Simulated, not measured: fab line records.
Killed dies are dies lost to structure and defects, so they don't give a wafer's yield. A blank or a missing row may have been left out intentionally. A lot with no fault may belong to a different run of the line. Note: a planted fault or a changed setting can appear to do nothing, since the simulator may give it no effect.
fab line records | flow nand-harc | part 1 of 2: steps 1 to 4 of 6
record: lots: 22 wafers: 66 last-day: 34
route steps=1302 shown A_CHANNEL_HOLE_D2@589 A_CHANNEL_FILL_D2@638 A_STAIRCASE@650
lots that met no fault: taken from a fault-free run of the same line
start-h: start of the lot's first displayed wafer, in hours after the record's first day | wait-h: time in hours since the lot's previous step | " the same as in the row above | L1.1+2: a row that stands for several wafers | - value missing, or start not given | * or withheld: withheld | < > ~ a bound
route shown NAME@n: names a module that has steps shown in the file, with the first one's number in the route | usual: mean/standard deviation taken from wafers without a fault | same: alike in all rows | chamber/n: place in a boat | sites: readings site by site | _std_site: their standard deviation | _edge_site: mean of outer sites minus mean of inner sites | radius-mm: for every site, how far away it sits from the centre of the wafer | mask NAME#n: copy n | behind: the tool/chamber that last shaped the wafer | hold: cause of the lot's hold/its duration in hours/its outcome | device: transistor that didn't switch, given as n, p or np | end of line: at the end of the route, the tests of the same wafers | where a step has no rows: the recipe by itself | killed: count of dies lost to structure and defects at first sort (not the wafer's yield) | map: a wafer's dies, x killed, . not, _ none there
set.NAME: the setting the step ran with; set.NAME@STEP: the setting that earlier step ran with | model.NAME: the simulator's own value behind a step, which no gauge read
steps of the route over a sample of lots; a table a step, a row a wafer
services: the hour from which a tool's chamber was out of use, counted from the record's first day as start-h (under 0 if before that day), plus the number of hours and why
== steps ==
step: NHARC_A_CHANNEL_HOLE_D2_ETCH_16
recipe: target-depth-a: 31000 over-etch-frac: 0.3 time-s: 806 ion-energy-ev: 150 o2-flow-sccm: 400 cos-flow-sccm: 20 ar-flow-sccm: 0 rf-w: 500 bias-w: 300 chemistry: O2/COS
usual: drypump-motor-current-A: 5.7/0.44 o2-flow-sccm: 400.2/1.3 oes-product-au: 0.998/0.01 rf-vpp-V: 314.8/2 showerhead-plenum-p-Torr: 3.17/0.12 throttle-valve-pct: 28.328/0.0094
columns lot.wafer tool chamber start-h wait-h drypump-motor-current-A o2-flow-sccm oes-product-au rf-hours-counter-h rf-vpp-V showerhead-plenum-p-Torr throttle-valve-pct
L075.2 rie-diel-11 2 - - 5.1 399.1 0.998 1.6 317.9 3.34 28.317
L075.1 " 0 " " 5.8 400.5 0.994 1.3 312.5 3.03 28.321
L075.6 " 1 " " 5.9 398.9 0.988 - 316.7 3.29 28.322
L074.4 rie-diel-07 0 - - 5.5 399.2 1.004 9.0 316.1 3.25 28.323
L074.3 " 2 " " 6.4 401.0 0.998 9.4 315.2 3.03 28.321
L074.5 " 3 " " 6.1 400.4 1.006 - 314.0 3.16 28.324
L076.4 rie-diel-07 3 - - 6.0 400.2 0.994 0.3 313.6 3.16 28.308
L076.3 " 1 " " 5.2 401.3 0.986 0.5 317.8 3.32 28.336
L076.5 " 3 " " 6.0 401.1 0.993 - 314.0 3.16 28.323
L077.1 rie-diel-11 0 - - 5.8 400.8 0.998 2.8 313.2 3.03 28.334
L077.2 " 1 " " 5.9 401.0 0.994 2.8 317.2 3.29 28.323
L077.3 " 2 " " 5.1 397.5 0.997 3.7 315.2 3.34 28.332
L078.2 rie-diel-07 3 - - 6.1 400.4 1.012 1.0 314.2 3.16 28.331
L078.1 " 1 " " 5.2 401.0 1.008 0.8 317.1 3.32 28.340
L078.6 " 0 " " 5.5 400.5 1.012 - 316.3 3.25 28.327
L079.2 rie-diel-03 3 - - 5.7 399.2 0.983 3.1 317.6 3.35 28.334
L079.3 " 0 " " 6.4 400.1 1.014 4.1 313.6 3.00 28.327
L079.5 " 1 " " 5.4 400.9 1.013 - 314.4 3.18 28.322
L081.4 rie-diel-11 0 - - 5.8 401.2 0.996 4.4 312.5 3.03 28.307
L081.2 " 1 " " 5.9 399.4 1.001 4.8 316.2 3.29 28.327
L081.1 " 2 " " 5.1 398.6 0.994 5.6 316.2 3.34 28.317
L082.1 rie-diel-11 3 - - 5.5 401.4 1.004 7.1 312.2 3.03 28.313
L082.3 " 0 " " 5.8 400.9 1.008 6.0 312.4 3.02 28.331
L082.5 " 1 " " 5.9 399.1 1.004 - 315.1 3.29 28.315
L083.1 rie-diel-07 3 - - 6.0 402.0 0.995 4.0 315.8 3.16 28.336
L083.3 " 2 " " 6.5 399.9 0.981 3.7 312.9 3.02 28.318
L083.6 " 0 " " 5.5 398.5 0.990 - 315.5 3.25 28.333
L085.1 rie-diel-07 3 - - 6.0 400.2 0.998 5.7 314.6 3.16 28.313
L085.2 " 2 " " 6.5 400.1 0.980 4.7 312.6 3.02 28.336
L085.5 " 3 " " 6.0 402.2 0.984 - 314.5 3.16 28.347
L084.3 rie-diel-03 2 - - 5.5 402.3 0.990 5.0 314.3 3.05 28.342
L084.2 " 3 " " 5.7 400.5 0.997 5.4 317.7 3.35 28.321
L084.1 " 1 " " 5.4 399.3 1.000 5.9 314.0 3.18 28.337
L086.2 rie-diel-07 3 - - 6.1 402.4 0.991 6.3 314.6 3.16 28.318
L086.3 " 1 " " 5.2 399.8 0.996 5.2 318.4 3.32 28.322
L086.5 " 2 " " 6.5 400.2 0.977 - 313.2 3.02 28.341
L088.3 rie-diel-07 3 - - 6.1 398.8 1.008 7.3 315.4 3.16 28.359
L088.2 " 1 " " 5.2 396.6 0.990 6.1 316.8 3.32 28.325
L088.5 " 2 " " 6.5 398.8 0.982 - 312.6 3.02 28.323
L089.3 rie-diel-11 0 - - 5.8 400.5 1.014 0.7 313.1 3.02 28.306
L089.1 " 2 " " 5.1 402.3 0.997 0.6 317.5 3.34 28.325
L089.2 " 3 " " 5.5 400.5 1.011 0.7 313.9 3.02 28.326
L090.3 rie-diel-07 1 - - 5.1 400.9 0.992 7.5 316.1 3.32 28.325
L090.5 " 0 " " 5.5 398.3 0.998 - 315.8 3.24 28.319
L090.6 " 1 " " 5.1 399.9 0.989 - 317.2 3.32 28.345
L091.4 rie-diel-11 3 - - 5.5 402.6 1.017 1.6 312.0 3.02 28.329
L091.1 " 0 " " 5.8 401.4 1.020 1.7 314.4 3.02 28.337
L091.3 " 1 " " 5.9 401.6 1.003 0.8 316.0 3.29 28.326
L092.3 rie-diel-11 3 - - 5.5 398.8 1.003 2.8 313.2 3.02 28.328
L092.1 " 1 " " 5.9 400.0 1.002 2.4 315.2 3.29 28.324
L092.4 " 2 " " 5.1 399.3 0.992 2.6 316.5 3.33 28.324
L093.4 rie-diel-07 1 - - 5.1 399.1 0.989 1.5 318.1 3.32 28.327
L093.2 " 3 " " 6.1 399.5 0.998 1.4 314.3 3.16 28.346
L093.5 " 2 " " 6.5 400.4 1.007 - 312.7 3.02 28.337
L095.3 rie-diel-07 1 - - 5.1 400.8 0.993 2.4 316.7 3.32 28.323
L095.1 " 2 " " 6.5 401.5 0.998 2.3 312.1 3.02 28.339
L095.5 " 2 " " 6.4 400.9 1.001 - 313.4 3.02 28.320
L094.1 rie-diel-03 0 - - 6.4 397.4 1.004 1.9 312.5 3.00 28.341
L094.3 " 1 " " 5.4 397.8 0.999 1.9 313.7 3.18 28.326
L094.4 " 2 " " 5.4 399.4 0.984 1.6 312.8 3.05 28.323
L096.3 rie-diel-07 3 - - 6.0 401.7 0.999 2.9 315.4 3.16 28.325
L096.4 " 1 " " 5.1 401.5 0.990 3.2 317.7 3.32 28.329
L096.1 " 2 " " 6.5 399.4 0.987 3.0 313.0 3.02 28.335
L097.4 rie-diel-03 1 - - 5.4 400.4 1.018 2.6 315.0 3.18 28.338
L097.3 " 3 " " 5.7 402.4 1.007 2.5 317.4 3.34 28.338
L097.6 " 0 " " 6.4 398.6 1.014 - 311.0 3.00 28.318
step: NHARC_A_CHANNEL_HOLE_D2_ETCH_20
recipe: bias-v: 3000 source-w: withheld pressure-mtorr: 20 time-s: 361.9 ar-flow-sccm: 375 c4f8-flow-sccm: 89.3 o2-flow-sccm: 35.7 temp-c: -20 target-depth-a: 16000 chemistry: C4F8/O2/Ar
usual: drypump-motor-current-A: 5.5/0.36 o2-flow-sccm: 35.68/0.099 showerhead-plenum-p-Torr: 3.65/0.2 throttle-valve-pct: 32.156/0.0086
columns lot.wafer tool chamber start-h wait-h drypump-motor-current-A o2-flow-sccm rf-hours-counter-h showerhead-plenum-p-Torr throttle-valve-pct
L075.2 har-etch-02 0 294.38 0.1 5.8 35.63 344 3.43 32.170
L075.1 " 1 " " 5.8 35.60 359 3.42 32.145
L075.6 " 1 " " 5.8 35.65 - 3.42 32.157
L074.4 har-etch-01 1 295.47 0.2 4.9 35.75 - 3.70 32.156
L074.3 " 0 " " 5.6 35.73 - 3.50 32.148
L074.5 " 0 " " 5.6 35.82 - 3.50 32.149
L076.3 har-etch-02 0 316.36 0.2 5.8 35.82 - 3.43 32.161
L076.4 " 1 " " 5.8 35.69 - 3.41 32.144
L076.5 " 0 " " 5.8 35.65 - 3.43 32.143
L077.1 har-etch-01 1 318.17 0.1 4.9 35.58 161 3.69 32.158
L077.2 " 0 " " 5.6 35.79 161 3.49 32.149
L077.3 " 0 " " 5.6 35.71 - 3.49 32.163
L078.1 har-etch-02 1 320.42 0.1 5.8 35.75 375 3.41 32.165
L078.2 " 0 " " 5.8 35.66 360 3.43 32.165
L078.6 " 1 " " 5.8 35.80 - 3.41 32.159
L079.2 har-etch-01 1 347.96 0.1 4.9 35.72 180 3.68 32.146
L079.3 " 0 " " 5.6 35.75 - 3.48 32.157
L079.5 " 0 " " 5.6 35.68 - 3.48 32.153
L081.1 har-etch-02 1 350.61 0.1 5.9 35.67 394 3.40 32.171
L081.2 " 0 " " 5.7 35.69 379 3.42 32.151
L081.4 " 0 " " 5.7 35.61 - 3.42 32.158
L082.1 har-etch-01 0 371.61 0.1 5.6 35.62 191 3.48 32.158
L082.3 " 0 " " 5.6 35.60 - 3.48 32.159
L082.5 " 1 " " 4.9 35.55 - 3.67 32.148
L083.1 har-etch-01 1 375.78 0.1 4.9 35.80 195 3.67 32.137
L083.3 " 0 " " 5.6 35.76 - 3.47 32.165
L083.6 " 1 " " 4.9 35.62 - 3.67 32.156
L085.1 har-etch-01 1 410.84 0.1 4.9 35.46 218 3.66 32.158
L085.2 " 0 " " 5.6 35.81 218 3.46 32.142
L085.5 " 1 " " 4.9 35.58 - 3.66 32.145
L084.1 har-etch-01 1 414.98 0.1 4.9 35.65 222 3.66 32.169
L084.2 " 0 " " 5.6 35.70 222 3.46 32.145
L084.3 " 1 " " 4.9 35.96 - 3.66 32.164
L086.2 har-etch-02 0 415.74 0.1 5.8 35.67 12 3.93 32.153
L086.3 " 1 " " 5.8 35.65 - 3.93 32.163
L086.5 " 1 " " 5.8 35.67 - 3.93 32.147
L088.2 har-etch-02 1 439.70 0.1 5.8 35.67 23 3.92 32.159
L088.3 " 0 " " 5.7 35.67 - 3.92 32.146
L088.5 " 1 " " 5.8 35.83 - 3.92 32.146
L090.3 har-etch-01 1 452.00 0.2 4.9 35.63 - 3.65 32.164
L090.5 " 0 " " 5.6 35.64 - 3.45 32.153
L090.6 " 1 " " 4.9 35.67 - 3.65 32.148
L089.1 har-etch-02 0 452.59 0.1 5.8 35.77 34 3.91 32.158
L089.2 " 1 " " 5.8 35.73 34 3.91 32.159
L089.3 " 0 " " 5.8 35.80 - 3.91 32.153
L091.1 har-etch-02 1 463.43 0.1 5.8 35.62 38 3.91 32.149
L091.4 " 0 " " 5.7 35.63 - 3.91 32.142
L091.3 " 1 " " 5.8 35.55 - 3.91 32.158
L092.1 har-etch-02 0 481.43 0.1 5.7 35.65 53 3.90 32.158
L092.4 " 1 " " 5.8 35.70 - 3.90 32.155
L092.3 " 0 " " 5.7 35.77 - 3.90 32.156
L093.2 har-etch-01 1 497.87 0.1 4.9 35.53 267 3.63 32.162
L093.4 " 0 " " 5.6 35.76 - 3.44 32.149
L093.5 " 1 " " 4.9 35.58 - 3.63 32.160
L095.1 har-etch-02 0 508.77 0.1 5.7 35.71 65 3.90 32.155
L095.3 " 1 " " 5.8 35.55 - 3.90 32.157
L095.5 " 1 " " 5.8 35.77 - 3.90 32.149
L094.1 har-etch-01 0 509.85 0.1 5.6 35.59 279 3.43 32.166
L094.4 " 1 " " 4.9 35.68 - 3.63 32.155
L094.3 " 0 " " 5.6 35.66 - 3.43 32.149
L096.1 har-etch-02 1 516.85 0.1 5.8 35.75 69 3.89 32.167
L096.4 " 1 " " 5.8 35.68 - 3.89 32.154
L096.3 " 0 " " 5.7 35.64 - 3.89 32.173
L097.3 har-etch-02 0 530.61 0.2 5.8 35.61 - 3.89 32.158
L097.4 " 1 " " 5.8 35.57 - 3.89 32.146
L097.6 " 0 " " 5.7 35.74 - 3.89 32.148
step: NHARC_A_CHANNEL_FILL_D2_INSPECT_13
usual: raw-defect-count: 371/110
columns lot.wafer tool chamber start-h wait-h raw-defect-count
L075.1 defect-inspect-02 - 347.96 0.2 331
L075.2 " - " " 465
L075.6 " - " " 341
L074.3 defect-inspect-01 - 348.13 0.1 567
L074.4 " - " " 783
L074.5 " - " " 406
L077.1 defect-inspect-01 - 371.13 0.2 355
L077.2 " - " " 371
L077.3 " - " " 332
L076.3 defect-inspect-02 - 371.13 0.1 480
L076.4 " - " " 409
L076.5 " - " " 544
L078.1 defect-inspect-02 - 371.29 0.2 380
L078.2 " - " " 431
L078.6 " - " " 526
L079.2 defect-inspect-01 - 402.93 0.1 396
L079.3 " - " " 260
L079.5 " - " " 337
L081.1 defect-inspect-02 - 403.10 0.2 386
L081.2 " - " " 514
L081.4 " - " " 291
L082.1 defect-inspect-01 - 426.54 0.2 340
L082.3 " - " " 459
L082.5 " - " " 350
L083.1 defect-inspect-02 - 432.33 0.2 411
L083.3 " - " " 422
L083.6 " - " " 338
L085.1 defect-inspect-01 - 464.96 0.2 173
L085.2 " - " " 287
L085.5 " - " " 298
L084.1 defect-inspect-02 - 467.66 0.2 460
L084.2 " - " " 317
L084.3 " - " " 429
L086.2 defect-inspect-02 - 471.35 0.1 403
L086.3 " - " " 488
L086.5 " - " " 287
L088.2 defect-inspect-01 - 494.06 0.1 573
L088.3 " - " " 349
L088.5 " - " " 500
L090.3 defect-inspect-02 - 505.82 0.1 317
L090.5 " - " " 315
L090.6 " - " " 264
L089.1 defect-inspect-01 - 505.95 0.2 305
L089.2 " - " " 259
L089.3 " - " " 324
L091.1 defect-inspect-01 - 520.40 0.2 404
L091.3 " - " " 390
L091.4 " - " " 443
L092.1 defect-inspect-01 - 540.34 0.2 365
L092.3 " - " " 362
L092.4 " - " " 465
L093.2 defect-inspect-02 - 552.19 0.1 317
L093.4 " - " " 401
L093.5 " - " " 406
L095.1 defect-inspect-01 - 564.07 0.2 208
L095.3 " - " " 289
L095.5 " - " " 256
L094.1 defect-inspect-02 - 564.07 0.2 370
L094.3 " - " " 261
L094.4 " - " " 315
L096.1 defect-inspect-02 - 571.99 0.2 288
L096.3 " - " " 419
L096.4 " - " " 293
L097.3 defect-inspect-02 - 583.10 0.1 285
L097.4 " - " " 500
L097.6 " - " " 297
step: NHARC_A_STAIRCASE_DESCUM_168
recipe: time-s: 3 o2-flow-sccm: 200 ar-flow-sccm: 0 bias-power-w: 0 chemistry: O2
usual: drypump-motor-current-A: 5.9/0.35 o2-flow-sccm: 200.0/0.6 oes-product-au: 1.001/0.01 rf-vpp-V: 57.9/0.96 showerhead-plenum-p-Torr: 1.94/0.11 throttle-valve-pct: 11.311/0.0097
columns lot.wafer tool chamber start-h wait-h drypump-motor-current-A o2-flow-sccm oes-product-au rf-hours-counter-h rf-vpp-V showerhead-plenum-p-Torr throttle-valve-pct
L075.1 rie-diel-05 2 348.90 - 5.8 201.6 1.010 36 59.1 1.87 11.309
L075.2 " 3 " " 6.0 199.2 0.994 21 55.8 1.90 11.320
L075.6 " 1 " " 6.2 199.8 0.990 - 58.0 2.07 11.313
L074.4 rie-diel-08 1 349.17 - 6.3 200.9 0.995 45 59.9 2.06 11.314
L074.3 " 3 " " 5.2 200.1 1.001 55 58.0 1.92 11.308
L074.5 " 2 " " 5.9 199.9 1.000 - 56.9 1.77 11.298
L077.2 rie-diel-05 3 372.05 - 6.0 199.6 1.012 31 57.1 1.90 11.309
L077.1 " 1 " " 6.2 200.4 0.995 45 57.4 2.06 11.300
L077.3 " 2 " " 5.8 200.1 1.018 46 58.1 1.87 11.320
L076.3 rie-diel-13 2 372.21 - 5.7 199.4 0.998 9 58.0 2.05 11.299
L076.5 " 2 " " 5.7 199.4 0.992 - 58.3 2.06 11.310
L076.4 " 1 " " 6.6 199.6 1.010 - 58.0 2.04 11.322
L078.1 rie-diel-05 0 372.38 - 5.7 200.5 1.013 44 56.3 1.77 11.308
L078.2 " 3 " " 6.0 200.0 1.003 31 56.7 1.90 11.326
L078.6 " 1 " " 6.2 201.3 0.998 - 58.2 2.06 11.307
L079.2 rie-diel-05 1 404.00 - 6.1 200.1 0.996 56 58.2 2.06 11.305
L079.3 " 2 " " 5.8 200.4 1.000 58 57.2 1.86 11.313
L079.5 " 3 " " 6.0 200.4 1.004 - 57.1 1.89 11.316
L081.4 rie-diel-13 1 404.20 - 6.6 199.4 1.028 22 60.2 2.03 11.318
L081.1 " 3 " " 5.9 200.7 1.000 12 57.0 1.79 11.286
L081.2 " 0 " " 5.6 198.8 1.003 23 58.1 1.80 11.311
L082.3 rie-diel-08 2 427.61 - 6.0 200.0 1.014 15 60.7 2.07 11.322
L082.1 " 3 " " 5.2 200.5 1.011 15 58.1 1.92 11.312
L082.5 " 1 " " 6.3 200.0 1.013 - 57.1 2.05 11.300
L083.1 rie-diel-13 2 433.38 - 5.7 199.0 0.992 28 59.6 2.05 11.322
L083.3 " 3 " " 5.9 200.0 0.985 19 56.6 1.78 11.311
L083.6 " 2 " " 5.7 199.8 1.006 - 58.5 2.05 11.316
L085.1 rie-diel-05 1 466.01 - 6.2 199.9 0.978 18 58.9 2.05 11.311
L085.2 " 3 " " 6.0 199.7 0.992 21 57.1 1.89 11.307
L085.5 " 1 " " 6.2 200.4 0.969 - 58.8 2.05 11.308
L084.3 rie-diel-08 2 468.71 - 6.0 200.8 1.008 27 58.2 2.07 11.315
L084.2 " 3 " " 5.2 200.9 1.000 28 57.9 1.91 11.296
L084.1 " 1 " " 6.3 199.1 0.998 25 58.6 2.05 11.328
L086.2 rie-diel-08 2 472.28 - 6.0 200.1 0.995 28 58.1 2.07 11.314
L086.3 " 3 " " 5.2 200.6 1.005 29 57.8 1.91 11.305
L086.5 " 0 " " 5.9 201.1 0.998 - 57.6 1.87 11.310
L088.3 rie-diel-05 1 495.17 - 6.2 201.1 0.972 25 57.3 2.05 11.319
L088.2 " 3 " " 6.0 199.1 1.004 29 57.8 1.88 11.293
L088.5 " 2 " " 5.8 199.9 0.992 - 56.4 1.85 11.293
L090.3 rie-diel-13 2 506.87 - 5.7 200.7 1.006 49 58.9 2.04 11.314
L090.5 " 2 " " 5.7 200.7 1.008 - 59.8 2.04 11.332
L090.6 " 3 " " 5.9 200.6 1.008 - 56.2 1.78 11.321
L089.1 rie-diel-13 0 507.02 - 5.6 200.1 0.987 53 56.7 1.79 11.324
L089.2 " 1 " " 6.6 199.7 1.007 47 58.9 2.02 11.289
L089.3 " 3 " " 5.9 199.8 0.992 40 57.7 1.78 11.311
L091.4 rie-diel-05 0 521.33 - 5.6 200.9 1.010 33 57.8 2.07 11.303
L091.1 " 1 " " 6.2 199.9 0.978 33 58.9 2.05 11.310
L091.3 " 2 " " 5.8 200.1 1.001 39 56.0 1.85 11.315
L092.3 rie-diel-08 0 541.40 - 5.9 200.4 0.996 55 58.0 1.86 11.298
L092.1 " 1 " " 6.3 199.6 1.003 50 58.7 2.04 11.306
L092.4 " 2 " " 6.0 199.3 1.005 49 59.5 2.06 11.302
L093.4 rie-diel-05 3 553.29 - 6.0 201.5 1.006 51 57.7 1.88 11.316
L093.2 " 1 " " 6.1 199.7 0.983 49 60.4 2.04 11.303
L093.5 " 2 " " 5.8 200.5 1.003 - 57.0 1.85 11.300
L095.3 rie-diel-08 3 565.27 - 5.2 199.1 1.008 2 58.2 1.90 11.324
L095.1 " 0 " " 5.9 200.3 1.008 3 56.4 1.86 11.331
L095.5 " 3 " " 5.2 198.8 1.000 - 57.1 1.90 11.297
L094.1 rie-diel-05 1 565.43 - 6.2 199.4 0.986 50 58.8 2.04 11.306
L094.4 " 3 " " 6.0 200.0 0.998 52 57.0 1.88 11.298
L094.3 " 0 " " 5.6 200.2 1.018 50 58.4 2.06 11.301
L096.1 rie-diel-08 2 572.92 - 6.0 200.4 1.007 5 58.2 2.06 11.307
L096.3 " 3 " " 5.2 200.7 1.006 5 58.1 1.90 11.321
L096.4 " 3 " " 5.2 200.3 0.999 - 58.1 1.90 11.319
L097.3 rie-diel-08 1 584.25 - 6.3 200.1 1.007 12 59.7 2.04 11.301
L097.4 " 2 " " 6.0 199.4 0.998 9 58.2 2.06 11.304
L097.6 " 3 " " 5.2 199.2 0.999 - 57.7 1.90 11.296
